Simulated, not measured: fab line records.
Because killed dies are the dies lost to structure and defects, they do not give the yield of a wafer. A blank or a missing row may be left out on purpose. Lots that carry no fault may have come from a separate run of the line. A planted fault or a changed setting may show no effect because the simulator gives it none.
Check of tool commonality | flow n5 finfet | 9 lots, 27 wafers sampled

== WHY THIS WAS OPENED ==
At N5_BEOL_M4_RC_MEAS_101 the reading IOFF_N_LONG is flagged on 2 of 9 lots. Fault-free wafers read 5.57e-05 nA/um, with a standard deviation of 1.9e-06.
Rule: a lot is flagged in two cases, either no wafer of it has a number, or all its wafers with numbers fall more than 4 standard deviations from that mean. The other lots count as sound.

lot  | measured     | on        | IOFF_N_LONG (nA/um), wafer by wafer | flag
L206 | day 8 06:36  | prober-02 | 0.0001449 0.0001456 0.000145        | FLAGGED
L205 | day 9 02:45  | prober-01 | 5.22e-05 5.22e-05 5.39e-05          |
L213 | day 10 14:32 | prober-01 | 0.0001485 0.0001476 0.0001452       | FLAGGED
L217 | day 11 14:03 | prober-01 | 5.55e-05 5.55e-05 5.41e-05          |
L219 | day 12 05:11 | prober-02 | 5.49e-05 5.61e-05 5.58e-05          |
L223 | day 12 22:19 | prober-02 | 5.85e-05 5.84e-05 5.87e-05          |
L224 | day 13 12:11 | prober-01 | 5.81e-05 5.76e-05 5.7e-05           |
L225 | day 13 14:47 | prober-02 | 5.44e-05 5.44e-05 5.51e-05          |
L226 | day 13 19:11 | prober-02 | 5.29e-05 5.32e-05 5.34e-05          |
The mean of the flagged lots' numbers is 1.46e-04 nA/um, +9.04e-05 nA/um from the usual (+48 standard deviations).

== WHICH TOOL RAN EACH LOT ==
Before the reading, the record contains 3 process steps out of a 1938-step route. In each cell: the tool, then ch and the chambers that the sampled wafers went through, then the start.
lot  | flag    | N5_HKMG_FIN_PWFM_ALD_03             | N5_HKMG_FIN_NWFM_ALD_20            | N5_HKMG_FIN_CMP_94
L206 | FLAGGED | ald metal-01 ch 0,1,3, day 4 20:47  | ald metal-03 ch 1,2, day 4 23:47   | cmp-02 ch 1,2,3, day 5 02:01
L205 |         | ald metal-04 ch 0,3, day 4 16:43    | ald metal-03 ch 0,1,3, day 4 19:35 | cmp-04 ch 0,3, day 4 21:50
L213 | FLAGGED | ald metal-03 ch 1,3, day 6 16:40    | ald metal-03 ch 1,2,3, day 6 19:33 | cmp-02 ch 0,2,3, day 6 21:54
L217 |         | ald metal-04 ch 0,2,3, day 7 16:53  | ald metal-04 ch 0,2,3, day 7 19:46 | cmp-02 ch 0,1, day 7 21:58
L219 |         | ald metal-04 ch 0,1,2, day 8 12:02  | ald metal-01 ch 0,1,3, day 8 15:04 | cmp-02 ch 1,2,3, day 8 17:17
L223 |         | ald metal-03 ch 0,2,3, day 9 08:07  | ald metal-04 ch 0,1,2, day 9 11:29 | cmp-04 ch 0,2, day 9 14:16
L224 |         | ald metal-01 ch 0,1,2, day 9 12:35  | ald metal-01 ch 0,1,3, day 9 15:34 | cmp-03 ch 0,1,2, day 9 17:57
L225 |         | ald metal-01 ch 0,1, day 9 21:09    | ald metal-03 ch 0,3, day 10 00:15  | cmp-02 ch 0,1,3, day 10 02:36
L226 |         | ald metal-01 ch 0,1,2, day 10 01:32 | ald metal-03 ch 0,2, day 10 04:42  | cmp-04 ch 1,2,3, day 10 06:56
What is done by these steps:
- N5_HKMG_FIN_PWFM_ALD_03: deposits TiN, target thk 2 nm, pulse time 1 s, purge time 3 s.
- N5_HKMG_FIN_NWFM_ALD_20: deposits TiAlC, target thk 2 nm, pulse time 3 s, purge time 2 s.
- N5_HKMG_FIN_CMP_94: polishes, stops on SiNx, t overpolish 4.7 s, target thk 43.299 nm.
- N5_BEOL_M4_RC_MEAS_101

== FLAGGED AGAINST TOTAL, ONE TOOL AT A TIME (gauges that did the reading follow at the end) ==
step                    | tool         | lots run | flagged | share of the flagged lots | sound lots run after its first flagged lot
N5_HKMG_FIN_PWFM_ALD_03 | ald metal-01 | 4        | 1       | some                      | 3 (L224,L225,L226)
N5_HKMG_FIN_PWFM_ALD_03 | ald metal-03 | 2        | 1       | some                      | 1 (L223)
N5_HKMG_FIN_PWFM_ALD_03 | ald metal-04 | 3        | 0       | none                      | -
N5_HKMG_FIN_NWFM_ALD_20 | ald metal-01 | 2        | 0       | none                      | -
N5_HKMG_FIN_NWFM_ALD_20 | ald metal-03 | 5        | 2       | all                       | 2 (L225,L226)
N5_HKMG_FIN_NWFM_ALD_20 | ald metal-04 | 2        | 0       | none                      | -
N5_HKMG_FIN_CMP_94      | cmp-02       | 5        | 2       | all                       | 3 (L217,L219,L225)
N5_HKMG_FIN_CMP_94      | cmp-03       | 1        | 0       | none                      | -
N5_HKMG_FIN_CMP_94      | cmp-04       | 3        | 0       | none                      | -
N5_BEOL_M4_RC_MEAS_101  | prober-01    | 4        | 1       | some                      | 2 (L217,L224)
N5_BEOL_M4_RC_MEAS_101  | prober-02    | 5        | 1       | some                      | 4 (L219,L223,L225,L226)

== WHAT IS ALLOWED BY THE TABLE ==
ald metal-03 at N5_HKMG_FIN_NWFM_ALD_20 and cmp-02 at N5_HKMG_FIN_CMP_94 are the 2 rows of the table that ran each flagged lot.
- ald metal-03 at N5_HKMG_FIN_NWFM_ALD_20: 2 of its 5 lots flagged. Sound lots ran on it after the first flagged one (L225, L226), which a lasting fault on the whole tool wouldn't allow.
- cmp-02 at N5_HKMG_FIN_CMP_94: 2 of its 5 lots flagged. Sound lots ran on it after the first flagged one (L217, L219, L225), which a lasting fault on the whole tool wouldn't allow.
None of the table's rows ran every flagged lot and, after the first, no sound lot.

== WHAT THE SIMULATOR HAD PUT IN ==
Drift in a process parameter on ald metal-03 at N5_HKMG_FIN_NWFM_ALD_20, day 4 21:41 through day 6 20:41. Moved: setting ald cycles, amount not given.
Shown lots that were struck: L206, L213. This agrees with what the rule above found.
